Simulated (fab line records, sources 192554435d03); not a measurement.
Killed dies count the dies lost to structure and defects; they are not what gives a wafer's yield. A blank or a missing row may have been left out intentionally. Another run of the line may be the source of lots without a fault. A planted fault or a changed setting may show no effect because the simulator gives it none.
Chamber matching | flow n5 finfet | 4 sister chambers for N5_HKMG_FIN_ALD_71 on ald metal-02
The step deposits TiN, target thk 1 nm, pulse time 1 s, purge time 3 s. 27 wafers are shown with their chamber, then 12 later ones without.

== WAFERS, EACH WITH ITS CHAMBER ==
wafer  | chamber | heater power w (W) | precursor pulse height rel | susceptor temp C (C)
L075.1 | 0       | 1014               | 1.036                      | 400.23
L075.3 | 3       | 862                | 1.028                      | 399.82
L075.5 | 1       | 971                | 0.987                      | 399.81
L077.3 | 0       | 1014               | 0.998                      | 400.01
L077.4 | 3       | 882                | 0.996                      | 400.12
L077.6 | 1       | 1021               | 0.997                      | 400.08
L079.1 | 3       | 880                | 1.001                      | 399.70
L079.4 | 0       | 1011               | 1.000                      | 400.17
L079.6 | 3       | 875                | 1.002                      | 399.84
L081.3 | 3       | 902                | 1.024                      | 399.72
L081.5 | 2       | 901                | 0.969                      | 399.81
L081.6 | 3       | 866                | 1.000                      | 399.69
L085.1 | 3       | 877                | 0.989                      | 400.14
L085.2 | 0       | 1025               | 1.043                      | 399.44
L085.3 | 2       | 920                | 0.979                      | 399.57
L087.1 | 2       | 912                | 1.004                      | 400.20
L087.3 | 0       | 1027               | 1.015                      | 399.90
L087.5 | 0       | 1031               | 1.010                      | 400.08
L088.1 | 0       | 1009               | 1.007                      | 399.81
L088.4 | 2       | 883                | 1.031                      | 400.05
L088.5 | 1       | 1007               | 0.965                      | 399.95
L090.1 | 0       | 1027               | 1.008                      | 399.84
L090.3 | 1       | 1002               | 0.989                      | 399.79
L090.6 | 1       | 1013               | 1.019                      | 399.95
L091.1 | 0       | 1023               | 1.002                      | 400.04
L091.2 | 2       | 917                | 0.977                      | 400.15
L091.4 | 1       | 1017               | 0.986                      | 399.97

SIGNATURES (means of the wafers above)
reading                    | chamber 0 | chamber 1 | chamber 2 | chamber 3 | scatter within a chamber
heater power w             | 1020.11   | 1005.17   | 906.60    | 877.71    | 13.3
precursor pulse height rel | 1.01322   | 0.99050   | 0.99200   | 1.00571   | 0.018
susceptor temp C           | 399.9467  | 399.9250  | 399.9560  | 399.8614  | 0.209
Rule: a wafer's distance from a chamber is the root of the sum, over the readings, of the square of ((its reading less the chamber's mean) divided by the reading's scatter). If the next closest chamber is less than 2 further off than the closest, the wafer can't be placed; otherwise it belongs to the closest. The scatter is the square root of a quotient: the sum, over the shown wafers, of each reading's squared deviation from its chamber's mean, divided by wafers minus chambers.

== WAFERS WITHOUT THEIR CHAMBER ==
wafer  | heater power w (W) | precursor pulse height rel | susceptor temp C (C)
L092.1 | 997                | 0.985                      | 399.90
L092.2 | 855                | 1.003                      | 399.94
L092.3 | 919                | 0.980                      | 400.20
L093.1 | 1007               | 1.009                      | 400.18
L093.3 | 1030               | 1.022                      | 400.02
L093.4 | 900                | 1.009                      | 399.99
L094.3 | 1020               | 1.010                      | 399.45
L094.4 | 921                | 0.974                      | 400.04
L094.6 | 895                | 0.974                      | 400.48
L097.2 | 1008               | 0.987                      | 399.91
L097.3 | 869                | 0.999                      | 399.88
L097.5 | 877                | 1.021                      | 399.72

== THE CHAMBER EACH PASSED THROUGH ==
wafer  | from the rows above     | in truth
L092.1 | can't be placed: 1 or 0 | 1
L092.2 | 3                       | 3
L092.3 | 2                       | 2
L093.1 | can't be placed: 0 or 1 | 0
L093.3 | can't be placed: 0 or 1 | 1
L093.4 | can't be placed: 2 or 3 | 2
L094.3 | can't be placed: 0 or 1 | 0
L094.4 | 2                       | 2
L094.6 | can't be placed: 2 or 3 | 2
L097.2 | can't be placed: 1 or 0 | 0
L097.3 | 3                       | 3
L097.5 | can't be placed: 3 or 2 | 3
4 of 12 placed correctly. Cannot be placed on the basis of these rows: 8; the candidates contain the true chamber in 8. Number placed wrongly: 0.
